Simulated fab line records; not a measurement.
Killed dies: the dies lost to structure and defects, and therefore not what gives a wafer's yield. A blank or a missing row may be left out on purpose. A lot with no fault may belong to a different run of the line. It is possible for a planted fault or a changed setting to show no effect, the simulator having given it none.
Struck lot and sound lot, side by side    flow nand harc    14 out of 1302 route steps
Sound: the wafers L409.1, L409.2, L409.6. Struck: wafers L418.2, L418.3 (left out: L418.4, a lot-mate that was not struck); the cause follows at the end.
Each step with rows lists, per side, the tool, then ch with its chambers, then its first start. Under that, the readings that differ: sound wafers    struck wafers    difference of the means    sigmas: that difference in standard deviations of wafers without a fault.
alike: words and numbers the same on both sides, and readings whose means are apart by under 2 such deviations; not compared: readings that were withheld, readings missing a value for some wafer, numbers with overlapping values and no deviation given by the record, and bounds like >300 which may hide the same value.
A row with sigmas, a row that says differs or no value, or rows on one side alone: a step with any of these is where the two part. Numbers that don't overlap but have no deviation are shown without sigmas and don't part them. A reading missing from all wafers of one side parts the sides only when that side holds two or more wafers.

first, 7 steps without rows for these wafers: NHARC_A_CONTACT_COAT_35 (time 65 s); NHARC_A_CONTACT_COAT_36 (resist thk 90 nm); NHARC_A_CONTACT_SOFTBAKE_37 (time 55 s); NHARC_A_CONTACT_EBR_38; NHARC_A_CONTACT_EXPOSE_39 (exposes mask A CC 3); NHARC_A_CONTACT_PEB_40 (peb time 65 s); NHARC_A_CONTACT_DEVELOP_41 (develop time 35 s).
NHARC_A_CONTACT_CD_MEAS_42: the cd target is 300 nm.
  sound on cd sem-03 ch 0, day 25 13:46; struck on cd sem-01 ch 0, day 28 22:09
  alike: cd nm
NHARC_A_CONTACT_OVL_MEAS_43:
  struck on overlay-02, day 28 22:14; sound on overlay-01, day 25 13:51
  alike: overlay x nm, overlay y nm
NHARC_A_CONTACT_INSPECT_44:
  struck on defect inspect-01, day 28 22:17; sound on defect inspect-02, day 25 13:53
  alike: raw defect count
NHARC_A_CONTACT_DESCUM_47: chemistry O2, time 3 s.
  sound on rie diel-01 ch 1,2, day 25 13:57; struck on rie diel-07 ch 1,2, day 28 22:20
  alike: drypump motor current A, oes product au, rf vpp V, showerhead plenum p Torr, throttle valve pct
  not compared: rf hours counter h
NHARC_A_CONTACT_ETCH_48: etches the open film in CF4, target depth 39 nm, time 65 s.
  sound on rie diel-01 ch 0,3, day 25 14:02; struck on rie diel-07 ch 1,2, day 28 22:25
reading             sound              struck       difference  sigmas
rf fwd power W (W)  299.2 296.8 298.2  294.4 296.5  -2.6        -2
  alike: drypump motor current A, oes product au, rf vpp V, run length s, showerhead plenum p Torr, throttle valve pct
  not compared: rf hours counter h
NHARC_A_CONTACT_ETCH_49: etches the open film in N2/H2, target depth 260 nm, time 475.3 s.
  sound on rie diel-01 ch 0,3, day 25 14:08; struck on rie diel-07 ch 1,3, day 28 22:31
reading             sound              struck       difference                     sigmas
rf fwd power W (W)  399.7 400.1 399.6  - -          no value on the struck wafers  
run length s (s)    497.2 496.8 496.6  378.9 378.6  -118.1                         -99 or more
  alike: drypump motor current A, oes product au, rf vpp V, showerhead plenum p Torr, throttle valve pct
  not compared: rf hours counter h
NHARC_A_CONTACT_ETCH_50: etches the open film in CF4/CHF3, target depth 121 nm, time 60.5 s.
  sound: rie diel-01 ch 1,2,3; struck: rie diel-07 ch 1,3
  alike: drypump motor current A, oes product au, rf fwd power W, rf vpp V, run length s, showerhead plenum p Torr, throttle valve pct
  not compared: rf hours counter h

WHERE THEY PART
At NHARC_A_CONTACT_ETCH_48 first; at NHARC_A_CONTACT_ETCH_49 last (within this record only). Later steps at which nothing parts them and some readings are alike: NHARC_A_CONTACT_ETCH_50.

WHY: what the simulator had put in
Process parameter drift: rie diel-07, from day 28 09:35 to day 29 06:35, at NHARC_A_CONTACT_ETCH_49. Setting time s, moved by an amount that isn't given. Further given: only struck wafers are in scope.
